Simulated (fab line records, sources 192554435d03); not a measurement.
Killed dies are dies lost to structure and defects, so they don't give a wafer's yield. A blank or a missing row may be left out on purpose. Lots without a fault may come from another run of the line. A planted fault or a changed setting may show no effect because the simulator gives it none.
Which tool did it? | flow n5_finfet | 12 lots, 36 wafers sampled, at 2 steps of a route of 1938

WHAT THE GAUGES READ, wafer by wafer
N5_HKMG_FIN_CD_MEAS_49: target cd 202 nm.
lot  | measured    | on        | cd_nm (nm)
L075 | day 4 07:18 | cd_sem-02 | 200.8 201.9 201.6
L077 | day 5 03:17 | cd_sem-03 | 201.7 200.8 200.5
L079 | day 5 11:46 | cd_sem-03 | 201.0 203.4 203.1
L081 | day 5 22:14 | cd_sem-03 | 202.6 203.3 202.2
L083 | day 6 08:32 | cd_sem-02 | 201.5 202.5 202.2
L085 | day 6 20:52 | cd_sem-03 | 202.4 201.9 201.8
L087 | day 7 08:26 | cd_sem-03 | 202.3 202.6 201.5
L089 | day 7 19:40 | cd_sem-02 | 203.2 202.9 201.3
L091 | day 8 07:00 | cd_sem-01 | 202.3 202.6 202.5
L093 | day 8 20:09 | cd_sem-02 | 202.1 201.8 201.4
L095 | day 9 06:55 | cd_sem-03 | 201.7 201.1 200.9
L097 | day 9 19:50 | cd_sem-01 | 201.2 202.2 202.5

WHICH TOOL RAN EACH LOT (tool, then ch and the chambers of the sampled wafers, then the start)
lot  | N5_HKMG_FIN_ALD_75
L075 | ald_hk-03 ch 0,2,3, day 4 06:50
L077 | ald_hk-01 ch 0,2,3, day 5 02:49
L079 | ald_hk-01 ch 0,1,2, day 5 11:17
L081 | ald_hk-03 ch 1,2,3, day 5 21:54
L083 | ald_hk-03 ch 0,3, day 6 08:05
L085 | ald_hk-03 ch 0,1,2, day 6 20:23
L087 | ald_hk-02 ch 2,3, day 7 07:53
L089 | ald_hk-01 ch 0,2,3, day 7 19:12
L091 | ald_hk-02 ch 1,2, day 8 06:40
L093 | ald_hk-03 ch 1,2, day 8 19:41
L095 | ald_hk-03 ch 1,2, day 9 06:27
L097 | ald_hk-03 ch 0,1,2, day 9 19:22
- N5_HKMG_FIN_ALD_75: deposits Al2O3, target thk 1 nm, co reactant pulse time 1 s.

THE ANSWER, worked out from the rows above alone
Rule: what is usual is taken from the lots themselves. Put in order of their means at a reading, lots are off if they are a third of the lots or fewer, leave a main group of 4 or more, and stand apart from it by a gap of 3 or more times the standard deviation of the main group's means; of several such gaps the widest counts. A main group whose means are all the same, to the digits that the tables above print for the reading, isn't used. A lot without any number at a reading at which 4 lots or more have one is off too. The other lots that the step has rows for count as sound.
No lot is off at any reading shown: from this, nothing can be told.

WHAT THE SIMULATOR HAD PUT IN
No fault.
